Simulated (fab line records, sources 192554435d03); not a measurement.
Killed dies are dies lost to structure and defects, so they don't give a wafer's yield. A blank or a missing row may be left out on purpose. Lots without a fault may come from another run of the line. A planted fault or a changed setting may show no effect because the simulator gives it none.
fab line records | flow n5_finfet
record lots=6 wafers=18 last_day=19
route steps=1938 shown BEOL_M4@1094 PASSIVATION@1936
lots that met no fault: from a run of the same line without faults
start_h: hours from the record's first day to the start of the lot's first wafer shown | wait_h: hours since the lot's step before | " the same as in the row above | L1.1+2: a row that stands for several wafers | - no value, or no start given | * or withheld: withheld | < > ~ a bound
route shown NAME@n: a module of which the file shows steps, and the number in the route of the first | usual: mean/standard deviation of fault-free wafers | same: alike in all rows | chamber/n: place in a boat | sites: the reading at each site | _std_site: their standard deviation | _edge_site: outer sites' mean less inner sites' | radius_mm: how far each site lies from the wafer's centre | mask NAME#n: copy n | behind: the tool/chamber that last shaped the wafer | hold: why the lot was held/for how many hours/how that ended | device: the transistor (n, p or np) that didn't switch | end of line: the same wafers' tests at the end of the route | a step without rows: its recipe alone | killed: dies lost to structure and defects at the first sort, not the wafer's yield | map: a wafer's dies, x killed, . not, _ none there
set.NAME: the setting as run; set.NAME@STEP: as run at that earlier step | model.NAME: the simulator's own value behind a step, which no gauge read
lots at some steps of the route; a table a step, a row a wafer
services: from which hour (start_h, from the record's first day; less than 0 if before it) a tool's chamber was out of use, for how many hours, and why
## steps
# step N5_BEOL_M4_SPUTTER_90
# recipe material=Cu target_thk_a=45 temp_c=-20 chamber_pressure_pa=0.07 power_w=withheld time_s=8.29
# usual throttle_valve_pct=30.4/1.2
# columns lot.wafer tool chamber start_h wait_h throttle_valve_pct
L156.1 pvd_sputter-02 - 243.30 0.1 30.8
L156.2 " - " " 30.0
L156.3 " - " " 28.5
L166.1 pvd_sputter-03 - 307.59 0.1 30.9
L166.5 " - " " 27.7
L166.6 " - " " 31.1
L162.2 pvd_sputter-02 - 312.83 0.1 29.8
L162.3 " - " " 28.7
L162.5 " - " " 28.8
L167.2 pvd_sputter-01 - 316.62 0.1 32.0
L167.3 " - " " 30.8
L167.6 " - " " 32.2
L168.3 pvd_sputter-03 - 322.56 0.1 30.7
L168.5 " - " " 27.8
L168.6 " - " " 30.2
L169.1 pvd_sputter-02 - 338.85 0.1 30.0
L169.2 " - " " 29.3
L169.6 " - " " 30.2
# step N5_BEOL_M4_ANNEAL_91
# recipe temp_c=400 time_s=240 ambient=vacuum
# usual heater_power_w=821/84
# columns lot.wafer tool chamber start_h wait_h heater_power_w
L156.1 pvd_sputter-02 - 243.38 0.0 865
L156.2 " - " " 805
L156.3 " - " " 856
L166.1 pvd_sputter-03 - 307.67 0.0 684
L166.5 " - " " 864
L166.6 " - " " 681
L162.2 pvd_sputter-02 - 312.91 0.0 714
L162.3 " - " " 844
L162.5 " - " " 857
L167.2 pvd_sputter-01 - 316.70 0.0 967
L167.3 " - " " 731
L167.6 " - " " 938
L168.3 pvd_sputter-03 - 322.64 0.0 686
L168.5 " - " " 868
L168.6 " - " " 741
L169.1 pvd_sputter-02 - 338.93 0.0 820
L169.2 " - " " 709
L169.6 " - " " 835
# step N5_BEOL_M4_SPUTTER_92
# recipe material=Cu target_thk_a=45 temp_c=-20 chamber_pressure_pa=0.07 power_w=withheld time_s=8.29
# usual throttle_valve_pct=30.4/1.1
# columns lot.wafer tool chamber start_h wait_h throttle_valve_pct
L156.1 pvd_sputter-02 - 243.52 0.1 31.2
L156.2 " - " " 30.4
L156.3 " - " " 28.7
L166.1 pvd_sputter-03 - 307.81 0.1 31.1
L166.5 " - " " 27.9
L166.6 " - " " 30.9
L162.2 pvd_sputter-02 - 313.05 0.1 29.4
L162.3 " - " " 28.6
L162.5 " - " " 28.7
L167.2 pvd_sputter-01 - 316.84 0.1 31.7
L167.3 " - " " 30.9
L167.6 " - " " 31.8
L168.3 pvd_sputter-03 - 322.78 0.1 31.2
L168.5 " - " " 27.9
L168.6 " - " " 30.2
L169.1 pvd_sputter-02 - 339.07 0.1 30.1
L169.2 " - " " 29.7
L169.6 " - " " 30.2
# step N5_BEOL_M4_ANNEAL_93
# recipe temp_c=400 time_s=240 ambient=vacuum
# step N5_BEOL_M4_SPUTTER_94
# recipe material=Cu target_thk_a=45 temp_c=-20 chamber_pressure_pa=0.07 power_w=withheld time_s=8.29
# step N5_BEOL_M4_ANNEAL_95
# recipe temp_c=400 time_s=240 ambient=vacuum
# usual heater_power_w=824/84
# columns lot.wafer tool chamber start_h wait_h heater_power_w
L156.1 pvd_sputter-02 - 243.82 0.0 879
L156.2 " - " " 811
L156.3 " - " " 866
L166.1 pvd_sputter-03 - 308.11 0.0 674
L166.5 " - " " 900
L166.6 " - " " 674
L162.2 pvd_sputter-02 - 313.35 0.0 713
L162.3 " - " " 875
L162.5 " - " " 846
L167.2 pvd_sputter-01 - 317.14 0.0 983
L167.3 " - " " 733
L167.6 " - " " 952
L168.3 pvd_sputter-03 - 323.08 0.0 658
L168.5 " - " " 882
L168.6 " - " " 735
L169.1 pvd_sputter-02 - 339.37 0.0 809
L169.2 " - " " 709
L169.6 " - " " 827
# step N5_BEOL_M4_SPUTTER_96
# recipe material=Cu target_thk_a=45 temp_c=-20 chamber_pressure_pa=0.07 power_w=withheld time_s=8.29
# step N5_BEOL_M4_ECD_50
# recipe material=Cu target_thk_a=3000
# step N5_BEOL_M4_ANNEAL_51
# recipe temp_c=225 time_s=90 ambient=N2
# usual wafer_temp_C_max=226.46/0.28
# columns lot.wafer tool chamber start_h wait_h wafer_temp_C_max
L156.1 rtp_anneal-02 0 244.15 0.1 225.98
L156.2 " 0 " " 226.20
L156.3 " 0 " " 226.27
L166.1 rtp_anneal-02 0 308.45 0.1 226.86
L166.5 " 0 " " 226.65
L166.6 " 0 " " 226.36
L162.2 rtp_anneal-01 0 314.31 0.7 227.04
L162.3 " 0 " " 226.27
L162.5 " 0 " " 226.75
L167.2 rtp_anneal-02 0 317.52 0.1 226.61
L167.3 " 0 " " 226.47
L167.6 " 0 " " 226.63
L168.3 rtp_anneal-02 0 323.50 0.1 226.68
L168.5 " 0 " " 226.36
L168.6 " 0 " " 226.72
L169.1 rtp_anneal-02 0 340.42 0.8 226.49
L169.2 " 0 " " 226.40
L169.6 " 0 " " 226.92
# step N5_BEOL_M4_CMP_52
# recipe stop_on=SiOC t_overpolish_s=6.8 down_force_psi=1 platen_rpm=50 clearing_platen_down_force_psi=1.5 clearing_platen_rpm=50 post_cmp_clean=cu_alkaline target_thk_nm=40 clearing_platen_pad_velocity_m_s=0.99484 pad_velocity_m_s=0.99484
# step N5_BEOL_M4_THK_MEAS_53
# recipe thk_meas_gauge=xrf reads=Cu_of_BEOL_M4_ECD_50
# usual M4_THK=39.9/1.6
# columns lot.wafer tool chamber start_h wait_h M4_THK[nm]
L156.1 film_metro-01 - 244.74 - 40.0
L156.2 " - " " 38.4
L156.3 " - " " 39.3
L166.1 film_metro-02 - 309.04 - 39.9
L166.5 " - " " 36.3
L166.6 " - " " 41.7
L162.2 film_metro-02 - 314.87 - 37.6
L162.3 " - " " 39.8
L162.5 " - " " 38.4
L167.2 film_metro-01 - 318.07 - 39.5
L167.3 " - " " 38.3
L167.6 " - " " 38.8
L168.3 film_metro-01 - 324.00 - 40.1
L168.5 " - " " 40.9
L168.6 " - " " 40.8
L169.1 film_metro-02 - 341.28 - 37.2
L169.2 " - " " 38.8
L169.6 " - " " 40.0
# step N5_BEOL_M4_PRE_CLEAN_60
# recipe gas=NH3/H2 time_s=15 temp_c=* rf_power_w=300
# step N5_BEOL_M4_CO_CAP_55
# recipe material=Co target_thk_a=20 temp_c=200 precursor=CCTBA/H2 pressure_torr=30 time_s=102.1
# usual chamber_pressure_Torr=30.00/0.067 heater_power_outer_w=121/13 heater_power_w=232/19
# columns lot.wafer tool chamber start_h wait_h chamber_pressure_Torr heater_power_outer_w heater_power_w
L156.1 cvd_co-01 0 244.82 0.0 30.04 110 228
L156.2 " 2 " " 29.96 100 212
L156.3 " 1 " " 29.92 142 272
L166.1 cvd_co-02 1 309.12 0.0 - - -
L166.5 " 2 " " - - -
L166.6 " 0 " " - - -
L162.2 cvd_co-02 2 314.95 0.0 - - -
L162.3 " 1 " " - - -
L162.5 " 0 " " - - -
L167.2 cvd_co-02 2 318.14 0.0 30.02 123 231
L167.3 " 1 " " 30.15 120 233
L167.6 " 1 " " 30.03 120 234
L168.3 cvd_co-01 1 324.08 0.0 29.91 143 267
L168.5 " 0 " " 30.06 113 226
L168.6 " 2 " " 30.03 109 218
L169.1 cvd_co-02 0 341.36 0.0 30.06 119 225
L169.2 " 2 " " 30.10 124 235
L169.6 " 1 " " 29.97 122 239
# step N5_BEOL_M4_PRE_CLEAN_56
# recipe gas=NH3 time_s=15 temp_c=withheld rf_power_w=300
# step N5_BEOL_M4_RC_MEAS_101
# usual DIBL_N=35.3/1.8 DIBL_P=35.2/2.2 IOFF_N=0.144/0.029 IOFF_P=0.19/0.031 ION_N=670/12 ION_P=460/7.6 SS_N=71.2/0.62 SS_P=73.0/0.69 VT_N=251/3.4 VT_P=-251.4/2.6
# columns lot.wafer tool chamber start_h wait_h DIBL_N[mV/V] DIBL_P[mV/V] IOFF_N[nA/um] IOFF_P[nA/um] ION_N[uA/um] ION_P[uA/um] SS_N[mV/dec] SS_P[mV/dec] VT_N[mV] VT_P[mV]
L156.1 prober-01 0 245.08 0.0 30.7 28.8 0.083 0.12 656 456 70.0 70.9 254 -255.6
L156.2 " 0 " " 35.3 34.9 0.142 0.18 673 461 70.5 72.4 250 -253.6
L156.3 " 0 " " 35.5 36.4 0.160 0.20 699 479 70.9 73.1 246 -251.4
L166.1 prober-02 0 309.38 0.0 35.1 34.4 0.150 0.20 682 476 70.9 73.4 249 -249.4
L166.5 " 0 " " 34.9 34.5 0.154 0.21 688 472 71.8 73.3 249 -246.2
L166.6 " 0 " " 34.6 34.3 0.156 0.20 691 471 71.3 73.4 249 -252.0
L162.2 prober-02 0 315.34 0.2 37.3 38.3 0.173 0.22 683 472 71.1 73.4 248 -252.4
L162.3 " 0 " " 36.2 36.4 0.133 0.18 669 453 71.4 73.8 254 -254.5
L162.5 " 0 " " 36.3 37.4 0.142 0.20 671 467 71.4 73.6 252 -251.2
L167.2 prober-02 0 318.53 0.2 36.2 37.5 0.168 0.24 690 472 72.1 73.1 248 -248.1
L167.3 " 0 " " 33.3 32.0 0.107 0.15 662 458 70.2 72.6 253 -252.7
L167.6 " 0 " " 37.0 36.8 0.158 0.22 681 470 71.0 73.4 248 -248.6
L168.3 prober-01 0 324.62 0.3 37.0 36.2 0.164 0.20 662 454 71.0 72.8 251 -248.7
L168.5 " 0 " " 34.9 34.8 0.121 0.19 650 453 71.0 72.2 255 -249.4
L168.6 " 0 " " 37.3 37.1 0.172 0.22 663 456 71.1 73.3 250 -248.1
L169.1 prober-01 0 341.60 0.0 39.6 39.9 0.217 0.28 672 463 72.3 75.1 245 -247.7
L169.2 " 0 " " 36.6 35.3 0.146 0.18 668 454 71.4 73.1 250 -252.8
L169.6 " 0 " " 36.3 35.1 0.140 0.18 660 447 71.4 73.2 255 -254.5
# step N5_PASSIVATION_PROBE_49
# usual defect_limited_yield=91.0/1.4 killed_at_M0_to_M3=36/10 killed_at_M4_up=15/5 killed_at_contacts=12/6.1 killed_at_front_end=40/13 killed_at_other=3.8/2.9 killed_dies=106/16 killed_open=68/12 killed_short=35/8.2 sort_bin_5_function=5.2/0.9 sort_bin_6_memory=3.4/0.71 sort_n_pass=1073/17 sort_yield_pct=91.0/1.5
# same gross_dies=1180 killed_at_back_side=0 sort_bin_4_leakage[%]=0 sort_bin_8_speed[%]=0
# columns lot.wafer tool chamber start_h wait_h defect_limited_yield[%] killed_at_M0_to_M3 killed_at_M4_up killed_at_contacts killed_at_front_end killed_at_other killed_dies killed_open killed_short sort_bin_5_function[%] sort_bin_6_memory[%] sort_n_pass sort_yield_pct[%]
L166.1 prober-02 - 422.31 0.0 91.9 32 8 8 46 1 95 52 35 4.2 2.8 1085 91.9
L166.5 prober-02 - 422.51 0.2 90.6 36 14 15 44 2 111 74 35 5.2 3.9 1069 90.6
L166.6 prober-02 - 422.56 0.3 89.4 39 17 17 51 1 125 82 38 5.4 4.3 1055 89.4
L167.2 prober-01 - 432.75 0.1 90.3 32 19 7 46 10 114 74 40 5.9 3.5 1066 90.3
L167.3 prober-01 - 432.80 0.1 91.5 34 15 9 40 2 100 52 44 4.6 3.6 1080 91.5
L167.6 prober-01 - 432.95 0.3 88.8 15 19 14 81 3 132 87 42 6.4 4.6 1048 88.8
L162.3 prober-01 - 433.10 0.4 91.0 39 11 21 33 2 106 74 30 5.4 3.2 1074 91.0
L162.5 prober-01 - 433.20 0.5 90.5 40 19 6 42 5 112 59 48 5.2 4.1 1068 90.5
# killed by level:class
L166.1 DUMMY_GATE:geometric_particle:short=7 DUMMY_GATE:geometric_particle:open=7 MOL_CONTACT_COAG:geometric_particle:open=7 BEOL_M0_SAQP:geometric_particle:short=7 HKMG_FIN:area_etch=6 BEOL_M0_SAQP:geometric_particle:open=5 BEOL_M4:geometric_particle:open=4 STARTING-WAFER:geometric_particle:open=4
L166.5 STI_FIN_REVEAL:geometric_particle:open=15 BEOL_M0_SAQP:geometric_particle:open=11 MOL_CONTACT_COAG:geometric_particle:open=9 FIN_SAQP:geometric_particle:open=7 BEOL_M1:geometric_particle:open=7 STI_FIN_REVEAL:geometric_particle:short=6 GATE_CUT:geometric_particle:short=6 MOL_CONTACT_COAG:geometric_particle:short=6
L166.6 FIN_SAQP:geometric_particle:open=24 MOL_CONTACT_COAG:geometric_particle:open=14 FIN_SAQP:geometric_particle:short=9 BEOL_M3:geometric_particle:open=8 BEOL_M2:geometric_particle:open=8 BEOL_M4:geometric_particle:open=8 BEOL_M0_SAQP:geometric_particle:short=7 STARTING-WAFER:geometric_particle:short=5
L167.2 BEOL_M4:geometric_particle:open=15 STI_FIN_REVEAL:geometric_particle:open=14 BEOL_M0_SAQP:geometric_particle:short=11 FIN_SAQP:geometric_particle:short=10 BEOL_M0_SAQP:geometric_particle:open=7 BEOL_M2:geometric_particle:open=7 MOL_CONTACT_COAG:geometric_particle:open=6 FIN_SAQP:geometric_particle:open=5
L167.3 BEOL_M0_SAQP:geometric_particle:short=14 BEOL_M0_SAQP:geometric_particle:open=9 FIN_SAQP:geometric_particle:short=8 STI_FIN_REVEAL:geometric_particle:open=7 MOL_CONTACT_COAG:geometric_particle:open=7 STI_FIN_REVEAL:geometric_particle:short=5 BEOL_M2:geometric_particle:open=5 FIN_SAQP:geometric_particle:open=4
L167.6 STI_FIN_REVEAL:geometric_particle:open=25 FIN_SAQP:geometric_particle:short=15 FIN_SAQP:geometric_particle:open=14 MOL_CONTACT_COAG:geometric_particle:open=12 BEOL_M4:geometric_particle:open=10 BEOL_M2:geometric_particle:open=7 STI_FIN_REVEAL:geometric_particle:short=6 GATE_CUT:geometric_particle:short=4
L162.3 MOL_CONTACT_COAG:geometric_particle:open=16 STI_FIN_REVEAL:geometric_particle:open=11 BEOL_M2:geometric_particle:open=9 BEOL_M3:geometric_particle:open=9 BEOL_M1:geometric_particle:open=5 GATE_CUT:geometric_particle:short=5 MOL_CONTACT_COAG:geometric_particle:short=5 BEOL_M0_SAQP:geometric_particle:short=5
L162.5 FIN_SAQP:geometric_particle:short=10 BEOL_M0_SAQP:geometric_particle:short=9 BEOL_M4:geometric_particle:open=9 BEOL_M2:geometric_particle:open=8 BEOL_M2:geometric_particle:short=7 STI_FIN_REVEAL:geometric_particle:open=6 BEOL_M0_SAQP:geometric_particle:open=6 BEOL_M3:geometric_particle:open=6
## services
# columns tool chamber start_h hours kind
cvd_co-01 - 221.68 4.6 repair
cvd_co-02 0 264.52 17.4 repair
rtp_anneal-01 - 267.53 4.8 pm
pvd_sputter-03 - 308.35 10.1 repair
rtp_anneal-02 - 309.81 4.6 pm
cvd_co-01 1 333.33 - clean
cvd_co-01 1 333.33 22.0 scheduled_down
cvd_co-01 1 333.33 22.0 vent_cycle
pvd_sputter-02 - 340.03 24.0 repair
## key
first_sign step=N5_BEOL_M4_CO_CAP_55 reading=tool_record direction=missing
effect none on later readings
met_at N5_BEOL_M4_CO_CAP_55
struck_wafers L162.2,L162.3,L162.5,L166.1,L166.5,L166.6
fault kind=skipped_step_whole tool=cvd_co-02 chamber=- onset_h=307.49 steps=N5_BEOL_M4_CO_CAP_55 scope=struck_lots_only
